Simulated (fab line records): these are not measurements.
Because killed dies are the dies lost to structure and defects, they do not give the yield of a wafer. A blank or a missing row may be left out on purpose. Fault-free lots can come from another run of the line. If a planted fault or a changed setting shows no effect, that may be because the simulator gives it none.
fab line records + flow nand_harc
[record]
- lots = 13
- wafers = 39
- last_day = 33
route steps=1302 shown A_CHANNEL_HOLE_D2@571 A_M1@1201 A_BONDPAD@1221 END@1302
lots that met no fault: from a run of the same line without faults
start_h: the number of hours between the record's first day and the start of the first shown wafer of the lot + wait_h: hours since the lot's step before + " as in the row above + L1.1+2: a single row standing in for several wafers + - no value, or no start was given + * or withheld: withheld + < > ~ a bound
route shown NAME@n: names a module that has steps shown in the file, with the first one's number in the route + usual: average and standard deviation across the fault-free wafers + same: alike in all rows + chamber/n: place in a boat + sites: readings site by site + _std_site: standard deviation of those values + _edge_site: the outer-site mean with the inner-site mean subtracted + radius_mm: how far each site lies from the wafer's centre + mask NAME#n: copy n + behind: tool/chamber where the wafer was last shaped + hold: cause of the lot's hold/its duration in hours/its outcome + device: the n, p or np transistor that did not switch + end of line: the same wafers' tests at the end of the route + for a step that has no rows: nothing shown but its recipe + killed: not the wafer's yield, but the dies lost to structure and defects at the first sort + map: the dies of a wafer, with x for killed, . for not killed, _ for no die there
set.NAME: the run value of the setting; set.NAME@STEP: its run value at that earlier step + model.NAME: the simulator's own value behind a step, which no gauge read
route steps across a sampled set of lots; one table per step, one row per wafer
services: the hour from which a tool's chamber was out of use, counted from the record's first day as start_h (under 0 if before that day), plus the number of hours and why
[[steps]]
[step NHARC_A_CHANNEL_HOLE_D2_DEP_01]
[recipe]
- target_thk_a = 1400
- target_thk_nm = 140
- temp_c = 400
- pressure_torr = 3.5
- flow_sccm = 200
- rf_w = 350
- material = SiON
[usual]
- chamber_pressure_Torr = 3.500/0.0078
- heater_power_w = 725/85
- susceptor_temp_C = 400.00/0.23
| lot.wafer | tool     | chamber | start_h | wait_h | chamber_pressure_Torr | heater_power_w | susceptor_temp_C |
|-----------|----------|---------|---------|--------|-----------------------|----------------|------------------|
| L172.1    | pecvd-01 | 1       | 284.81  | 1.6    | 3.497                 | 638            | 400.12           |
| L172.6    | "        | 1       | "       | "      | 3.500                 | 659            | 399.99           |
| L172.5    | "        | 2       | "       | "      | 3.493                 | 711            | 399.99           |
| L174.1    | pecvd-03 | 2       | 296.60  | 1.6    | 3.505                 | 714            | 399.83           |
| L174.3    | "        | 0       | "       | "      | 3.503                 | 665            | 400.51           |
| L174.6    | "        | 0       | "       | "      | 3.500                 | 536            | 400.28           |
| L173.3    | pecvd-02 | 0       | 298.21  | 1.2    | 3.509                 | 884            | 399.76           |
| L173.6    | "        | 2       | "       | "      | 3.501                 | 731            | 399.95           |
| L173.4    | "        | 0       | "       | "      | 3.512                 | 886            | 400.07           |
| L176.2    | pecvd-01 | 0       | 326.62  | 1.3    | 3.508                 | 808            | 400.31           |
| L176.1    | "        | 2       | "       | "      | 3.494                 | 681            | 399.92           |
| L176.6    | "        | 2       | "       | "      | 3.497                 | 663            | 400.30           |
| L177.2    | pecvd-03 | 1       | 331.84  | 1.3    | 3.496                 | 662            | 400.23           |
| L177.3    | "        | 0       | "       | "      | 3.504                 | 659            | 399.69           |
| L177.6    | "        | 0       | "       | "      | 3.497                 | 671            | 399.78           |
| L178.2    | pecvd-01 | 0       | 350.51  | 1.3    | 3.496                 | 821            | 400.11           |
| L178.1    | "        | 1       | "       | "      | 3.500                 | 744            | 400.12           |
| L178.4    | "        | 1       | "       | "      | 3.494                 | 757            | 400.04           |
| L183.2    | pecvd-02 | 1       | 399.37  | 1.3    | 3.491                 | 798            | 400.00           |
| L183.1    | "        | 0       | "       | "      | 3.506                 | 755            | 399.94           |
| L183.6    | "        | 2       | "       | "      | 3.501                 | 653            | 400.15           |
| L185.1    | pecvd-02 | 2       | 433.66  | 1.7    | 3.501                 | 620            | 399.87           |
| L185.6    | "        | 0       | "       | "      | 3.501                 | 827            | 400.03           |
| L185.4    | "        | 1       | "       | "      | 3.505                 | 677            | 399.91           |
| L186.1    | pecvd-01 | 1       | 440.95  | 1.6    | 3.513                 | 705            | 400.02           |
| L186.3    | "        | 2       | "       | "      | 3.489                 | 719            | 400.35           |
| L186.2    | "        | 0       | "       | "      | 3.483                 | 742            | 399.95           |
| L191.3    | pecvd-01 | 2       | 490.64  | 1.0    | 3.507                 | 684            | 400.35           |
| L191.5    | "        | 1       | "       | "      | 3.493                 | 750            | 400.39           |
| L191.4    | "        | 0       | "       | "      | 3.501                 | 706            | 399.91           |
| L192.2    | pecvd-02 | 0       | 504.12  | 1.3    | 3.484                 | 873            | 399.76           |
| L192.1    | "        | 1       | "       | "      | 3.495                 | 782            | 400.28           |
| L192.5    | "        | 2       | "       | "      | 3.497                 | 722            | 399.58           |
| L195.3    | pecvd-01 | 0       | 517.04  | 1.0    | 3.485                 | 865            | 400.17           |
| L195.4    | "        | 2       | "       | "      | 3.514                 | 644            | 400.20           |
| L195.5    | "        | 0       | "       | "      | 3.504                 | 875            | 399.98           |
| L193.6    | pecvd-01 | 2       | 517.32  | 0.1    | 3.511                 | 697            | 399.91           |
| L193.5    | "        | 0       | "       | "      | 3.498                 | 830            | 400.08           |
| L193.4    | "        | 1       | "       | "      | 3.500                 | 783            | 399.88           |
[step NHARC_A_M1_DEP_33]
[recipe]
- target_thk_a = 300
- temp_c = 370
- target_thk_nm = 30
- pressure_torr = 3
- flow_sccm = 200
- rf_w = 450
- material = SiCN
[usual]
- chamber_pressure_Torr = 3.000/0.006
- heater_power_w = 547/71
- susceptor_temp_C = 370.00/0.23
| lot.wafer | tool     | chamber | start_h | wait_h | chamber_pressure_Torr | heater_power_w | susceptor_temp_C |
|-----------|----------|---------|---------|--------|-----------------------|----------------|------------------|
| L172.1    | pecvd-03 | 2       | 524.51  | 0.1    | 2.997                 | 569            | 369.54           |
| L172.6    | "        | 2       | "       | "      | 3.007                 | 579            | 369.79           |
| L172.5    | "        | 0       | "       | "      | 2.999                 | 512            | 370.03           |
| L174.1    | pecvd-02 | 1       | 531.67  | 0.1    | 3.009                 | 577            | 370.18           |
| L174.3    | "        | 2       | "       | "      | 2.992                 | 458            | 369.64           |
| L174.6    | "        | 1       | "       | "      | 3.000                 | 566            | 370.23           |
| L173.3    | pecvd-02 | 2       | 544.77  | 0.1    | 2.999                 | 526            | 369.62           |
| L173.6    | "        | 1       | "       | "      | 3.002                 | 516            | 369.66           |
| L173.4    | "        | 2       | "       | "      | 3.008                 | 530            | 369.95           |
| L176.1    | pecvd-03 | 2       | 555.16  | 0.1    | 3.011                 | 591            | 369.73           |
| L176.2    | "        | 0       | "       | "      | 3.002                 | 441            | 370.33           |
| L176.6    | "        | 1       | "       | "      | 2.998                 | 453            | 369.98           |
| L177.2    | pecvd-02 | 0       | 561.60  | 0.1    | 3.006                 | 561            | 370.06           |
| L177.3    | "        | 1       | "       | "      | 3.005                 | 553            | 370.18           |
| L177.6    | "        | 1       | "       | "      | 2.994                 | 553            | 370.43           |
| L178.2    | pecvd-03 | 0       | 613.26  | 0.1    | 3.001                 | 444            | 369.90           |
| L178.1    | "        | 1       | "       | "      | 2.995                 | 537            | 370.02           |
| L178.4    | "        | 2       | "       | "      | 2.998                 | 497            | 369.94           |
| L183.2    | pecvd-02 | 0       | 639.93  | 0.1    | 3.010                 | 703            | 369.67           |
| L183.6    | "        | 1       | "       | "      | 3.000                 | 554            | 370.23           |
| L185.1    | pecvd-04 | 2       | 654.56  | 0.1    | 2.997                 | 499            | 369.99           |
| L185.4    | "        | 2       | "       | "      | 3.000                 | 500            | 369.91           |
| L186.2    | pecvd-04 | 2       | 670.80  | 0.1    | 3.002                 | 500            | 369.89           |
| L186.3    | "        | 0       | "       | "      | 2.990                 | 613            | 369.85           |
| L186.1    | "        | 1       | "       | "      | 2.987                 | 615            | 370.10           |
| L191.3    | pecvd-03 | 1       | 719.70  | 0.1    | 2.990                 | 530            | 370.25           |
| L191.4    | "        | 2       | "       | "      | 2.995                 | 579            | 369.81           |
| L191.5    | "        | 0       | "       | "      | 3.001                 | 459            | 370.11           |
| L192.1    | pecvd-02 | 0       | 747.61  | 0.1    | 3.002                 | 721            | 370.32           |
| L192.2    | "        | 1       | "       | "      | 3.004                 | 571            | 370.14           |
| L192.5    | "        | 1       | "       | "      | 3.003                 | 572            | 370.08           |
| L195.3    | pecvd-03 | 2       | 753.71  | 0.1    | 2.997                 | 556            | 369.99           |
| L195.5    | "        | 1       | "       | "      | 3.003                 | 484            | 369.72           |
| L195.4    | "        | 2       | "       | "      | 2.998                 | 569            | 370.27           |
| L193.6    | pecvd-04 | 1       | 755.85  | 0.2    | 2.995                 | 642            | 369.83           |
| L193.4    | "        | 2       | "       | "      | 3.004                 | 511            | 370.06           |
| L193.5    | "        | 0       | "       | "      | 3.004                 | 608            | 370.01           |
[step NHARC_A_BONDPAD_CD_MEAS_13]
[usual]
- cd_nm = 499.9/2.1
| lot.wafer | tool      | chamber | start_h | wait_h | cd_nm |
|-----------|-----------|---------|---------|--------|-------|
| L172.1    | cd_sem-02 | -       | 526.67  | -      | 504.8 |
| L172.5    | "         | -       | "       | "      | 500.3 |
| L172.6    | "         | -       | "       | "      | 500.5 |
| L174.1    | cd_sem-03 | -       | 533.94  | -      | 502.6 |
| L174.3    | "         | -       | "       | "      | 500.9 |
| L174.6    | "         | -       | "       | "      | 499.3 |
| L173.3    | cd_sem-02 | -       | 547.05  | -      | 501.9 |
| L173.4    | "         | -       | "       | "      | 502.2 |
| L173.6    | "         | -       | "       | "      | 499.6 |
| L176.1    | cd_sem-03 | -       | 557.47  | -      | 499.2 |
| L176.2    | "         | -       | "       | "      | 501.8 |
| L176.6    | "         | -       | "       | "      | 501.6 |
| L177.2    | cd_sem-02 | -       | 563.87  | -      | 500.0 |
| L177.3    | "         | -       | "       | "      | 500.5 |
| L177.6    | "         | -       | "       | "      | 497.2 |
| L178.1    | cd_sem-03 | -       | 615.57  | -      | 502.8 |
| L178.2    | "         | -       | "       | "      | 499.2 |
| L178.4    | "         | -       | "       | "      | 502.4 |
| L183.2    | cd_sem-03 | -       | 642.70  | -      | 499.1 |
| L183.6    | "         | -       | "       | "      | 501.0 |
| L185.1    | cd_sem-03 | -       | 656.97  | -      | 499.3 |
| L185.4    | "         | -       | "       | "      | 497.8 |
| L186.1    | cd_sem-01 | -       | 673.06  | -      | 496.7 |
| L186.2    | "         | -       | "       | "      | 494.9 |
| L186.3    | "         | -       | "       | "      | 496.6 |
| L191.3    | cd_sem-01 | -       | 721.94  | -      | 501.6 |
| L191.4    | "         | -       | "       | "      | 498.2 |
| L191.5    | "         | -       | "       | "      | 499.4 |
| L192.1    | cd_sem-01 | -       | 749.92  | -      | 504.6 |
| L192.2    | "         | -       | "       | "      | 499.3 |
| L192.5    | "         | -       | "       | "      | 502.4 |
| L195.3    | cd_sem-01 | -       | 756.11  | -      | 501.9 |
| L195.4    | "         | -       | "       | "      | 503.0 |
| L195.5    | "         | -       | "       | "      | 503.7 |
| L193.4    | cd_sem-01 | -       | 758.11  | -      | 498.6 |
| L193.5    | "         | -       | "       | "      | 500.0 |
| L193.6    | "         | -       | "       | "      | 501.2 |
[step NHARC_A_BONDPAD_ANNEAL_28]
[recipe]
- temp_c = 225
- time_s = 90
[usual]
- anneal_temp_c = 224.97/0.17
- wafer_temp_C_max = 225.9/0.36
| lot.wafer | tool          | chamber | start_h | wait_h | anneal_temp_c | wafer_temp_C_max |
|-----------|---------------|---------|---------|--------|---------------|------------------|
| L172.1    | rtp_anneal-02 | 0       | 528.03  | -      | 224.90        | 225.5            |
| L172.5    | "             | 0       | "       | "      | 224.96        | 225.3            |
| L172.6    | "             | 0       | "       | "      | 224.83        | 225.7            |
| L174.1    | rtp_anneal-01 | 0       | 535.30  | 0.3    | 224.75        | 225.8            |
| L174.3    | "             | 0       | "       | "      | 224.88        | 226.6            |
| L174.6    | "             | 0       | "       | "      | 224.74        | 226.3            |
| L173.3    | rtp_anneal-01 | 0       | 548.52  | -      | 224.78        | 226.6            |
| L173.4    | "             | 0       | "       | "      | 224.67        | 225.7            |
| L173.6    | "             | 0       | "       | "      | 224.55        | 226.1            |
| L176.1    | rtp_anneal-02 | 0       | 558.85  | 0.3    | 225.40        | 225.3            |
| L176.2    | "             | 0       | "       | "      | 225.30        | 225.5            |
| L176.6    | "             | 0       | "       | "      | 225.10        | 225.5            |
| L177.2    | rtp_anneal-02 | 0       | 565.28  | 0.4    | 225.14        | 225.8            |
| L177.3    | "             | 0       | "       | "      | 225.05        | 225.8            |
| L177.6    | "             | 0       | "       | "      | 225.11        | 225.9            |
| L178.1    | rtp_anneal-02 | 0       | 617.23  | -      | 225.19        | 225.8            |
| L178.2    | "             | 0       | "       | "      | 224.83        | 226.0            |
| L178.4    | "             | 0       | "       | "      | 224.96        | 225.9            |
| L183.2    | rtp_anneal-02 | 0       | 644.16  | -      | 224.84        | 225.7            |
| L183.6    | "             | 0       | "       | "      | 224.98        | 225.9            |
| L185.1    | rtp_anneal-01 | 0       | 658.35  | -      | 225.07        | 226.9            |
| L185.4    | "             | 0       | "       | "      | 225.03        | 226.3            |
| L186.1    | rtp_anneal-02 | 0       | 674.53  | 0.3    | 225.12        | 225.6            |
| L186.2    | "             | 0       | "       | "      | 225.18        | 225.9            |
| L186.3    | "             | 0       | "       | "      | 224.90        | 225.7            |
| L191.3    | rtp_anneal-02 | 0       | 723.45  | -      | 225.01        | 225.1            |
| L191.4    | "             | 0       | "       | "      | 224.73        | 225.3            |
| L191.5    | "             | 0       | "       | "      | 224.83        | 225.4            |
| L192.1    | rtp_anneal-01 | 0       | 751.29  | 0.3    | 224.91        | 226.0            |
| L192.2    | "             | 0       | "       | "      | 224.79        | 226.1            |
| L192.5    | "             | 0       | "       | "      | 224.94        | 225.9            |
| L195.3    | rtp_anneal-02 | 0       | 757.61  | 0.3    | 224.64        | 225.5            |
| L195.4    | "             | 0       | "       | "      | 224.72        | 225.5            |
| L195.5    | "             | 0       | "       | "      | 224.89        | 225.5            |
| L193.4    | rtp_anneal-02 | 0       | 759.67  | 0.4    | 224.83        | 225.6            |
| L193.5    | "             | 0       | "       | "      | 225.15        | 225.9            |
| L193.6    | "             | 0       | "       | "      | 225.05        | 225.8            |
[step NHARC_END_SORT_01]
[recipe]
- temp_c = 25
[usual]
- killed_at_array = 52/18
- killed_at_other = 1.2/1.5
- killed_at_periphery = 4/3.2
- killed_dies = 57/17
- killed_open = 3.1/1.9
- killed_short = 2.5/1.7
[same]
- gross_dies = 677
| lot.wafer | tool      | chamber | start_h | wait_h | killed_at_array | killed_at_other | killed_at_periphery | killed_dies | killed_open | killed_short |
|-----------|-----------|---------|---------|--------|-----------------|-----------------|---------------------|-------------|-------------|--------------|
| L183.1    | prober-01 | 0       | 672.62  | 2.5    | 675             | 0               | 2                   | 677         | 0           | 2            |
| L183.2    | prober-01 | 0       | 673.44  | 2.8    | 36              | 0               | 5                   | 41          | 3           | 5            |
| L183.6    | prober-01 | 0       | 676.70  | 4.1    | 31              | 0               | 4                   | 35          | 4           | 4            |
| L185.1    | prober-01 | 0       | 685.50  | 2.5    | 29              | 0               | 13                  | 42          | 2           | 3            |
| L185.4    | prober-01 | 0       | 687.92  | 3.4    | 19              | 0               | 14                  | 33          | 4           | 3            |
| L185.6    | prober-01 | 0       | 689.52  | 4.0    | 661             | 1               | 15                  | 677         | 2           | 2            |
// killed by level:class
L183.1 A_CHANNEL_HOLE_D2:area_dep=635 A_CHANNEL_HOLE_D2:chamber_film_flake=13 A_CONTACT:chamber_film_flake=8 A_CHANNEL_HOLE_D1:chamber_film_flake=5 A_WL_FILL:chamber_film_flake=5 A_STAIRCASE:chamber_film_flake=3 A_SLIT:chamber_film_flake=2 A_ONON_D1:geometric_particle:short=1
L183.2 A_CHANNEL_HOLE_D2:chamber_film_flake=12 A_CHANNEL_HOLE_D1:chamber_film_flake=5 P_M2:chamber_film_flake=3 A_STAIRCASE:chamber_film_flake=3 A_SLIT:chamber_film_flake=3 A_DECK1_JOINT:geometric_particle:short=2 A_WL_FILL:geometric_particle:open=2 A_WL_FILL:chamber_film_flake=2
L183.6 A_CHANNEL_HOLE_D2:chamber_film_flake=11 A_CHANNEL_HOLE_D1:chamber_film_flake=4 A_CONTACT:chamber_film_flake=3 P_GATE:chamber_film_flake=2 P_M2:chamber_film_flake=2 A_STAIRCASE:chamber_film_flake=2 A_ONON_D1:geometric_particle:short=1 A_ONON_D2:geometric_particle:short=1
L185.1 A_CHANNEL_HOLE_D1:chamber_film_flake=14 P_GATE:chamber_film_flake=6 A_SLIT:chamber_film_flake=5 P_M0:chamber_film_flake=2 P_BONDPAD:chamber_film_flake=2 A_DECK1_JOINT:chamber_film_flake=2 A_WL_FILL:chamber_film_flake=2 A_CONTACT:chamber_film_flake=2
L185.4 P_GATE:chamber_film_flake=7 A_CHANNEL_HOLE_D1:chamber_film_flake=5 P_M0:chamber_film_flake=3 A_CHANNEL_FILL_D1:chamber_film_flake=3 A_SLIT:chamber_film_flake=3 P_STI:geometric_particle:open=1 A_ONON_D1:geometric_particle:short=1 A_ONON_D1:geometric_particle:open=1
L185.6 A_CHANNEL_HOLE_D2:area_dep=640 A_CHANNEL_HOLE_D1:chamber_film_flake=7 P_BONDPAD:chamber_film_flake=5 P_M0:chamber_film_flake=4 P_STI:chamber_film_flake=3 A_WL_FILL:chamber_film_flake=3 A_CONTACT:chamber_film_flake=3 A_SLIT:chamber_film_flake=2
[[services]]
| tool          | chamber | start_h | hours | kind   |
|---------------|---------|---------|-------|--------|
| pecvd-04      | -       | 262.76  | 0.9   | repair |
| pecvd-02      | 1       | 264.54  | 3.5   | repair |
| pecvd-01      | -       | 266.16  | 0.3   | repair |
| pecvd-04      | -       | 269.00  | 13.0  | pm     |
| pecvd-04      | 2       | 292.80  | 11.0  | repair |
| pecvd-01      | -       | 312.73  | 13.0  | pm     |
| pecvd-02      | 2       | 317.91  | 15.1  | repair |
| pecvd-04      | 0       | 325.47  | 29.9  | repair |
| pecvd-01      | 2       | 350.43  | 2.0   | repair |
| rtp_anneal-01 | -       | 372.00  | 12.0  | pm     |
| pecvd-03      | -       | 374.25  | 13.0  | pm     |
| pecvd-01      | 0       | 377.80  | 2.0   | repair |
| pecvd-02      | -       | 408.29  | 13.0  | pm     |
| pecvd-03      | 1       | 427.09  | 3.8   | repair |
| pecvd-03      | 2       | 456.21  | 3.7   | repair |
| pecvd-02      | 0       | 486.27  | 6.3   | repair |
| pecvd-01      | -       | 493.73  | 13.0  | pm     |
| pecvd-02      | -       | 516.82  | 0.7   | repair |
| pecvd-03      | -       | 555.42  | 13.0  | pm     |
| pecvd-02      | -       | 589.29  | 13.0  | pm     |
| pecvd-01      | -       | 674.73  | 13.0  | pm     |
| pecvd-03      | -       | 700.83  | 1.0   | repair |
| pecvd-03      | -       | 736.42  | 13.0  | pm     |
| rtp_anneal-02 | -       | 744.00  | 12.0  | pm     |
[[key]]
[first_sign]
- step = NHARC_END_SORT_01
- reading = killed_dies
- direction = up
- sigmas = 36
- usual = 57
- struck = 677
[effect]
- step = NHARC_END_SORT_01
- reading = killed_at_array
- direction = up
- sigmas = 35
- usual = 52
- struck = 668
[more_kills_born_at]
- NHARC_A_CHANNEL_HOLE_D2_DEP_01@pecvd-02 = 1275
met_at NHARC_A_CHANNEL_HOLE_D2_DEP_01
struck_lots L183,L185
struck_wafers L183.1,L185.6
later_rows_left_out L183.1,L185.6
tester_left_out L183,L185
not_acting_at NHARC_A_M1_DEP_33,NHARC_A_BONDPAD_CD_MEAS_13,NHARC_A_BONDPAD_ANNEAL_28
onset_between 298.21 399.37
[fault]
- kind = process_parameter_drift
- tool = pecvd-02
- chamber = 0
- onset_h = 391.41
- steps = NHARC_A_CHANNEL_HOLE_D2_DEP_01
- channel = target_thk_a
- offset = *
- shape = step
- end_h = 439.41
- acts_in = *
- stated = *
// tester_left_out: of these lots the tester's yield and bins aren't shown, on N5 and GAA mostly nor the transistor test; their killed dies are dies lost to structure and defects alone, not to doping, threshold or leakage, so they don't give the yield
// later_rows_left_out: the simulator's readings of these wafers behind a module that went badly wrong aren't trusted and aren't shown, but for the sort
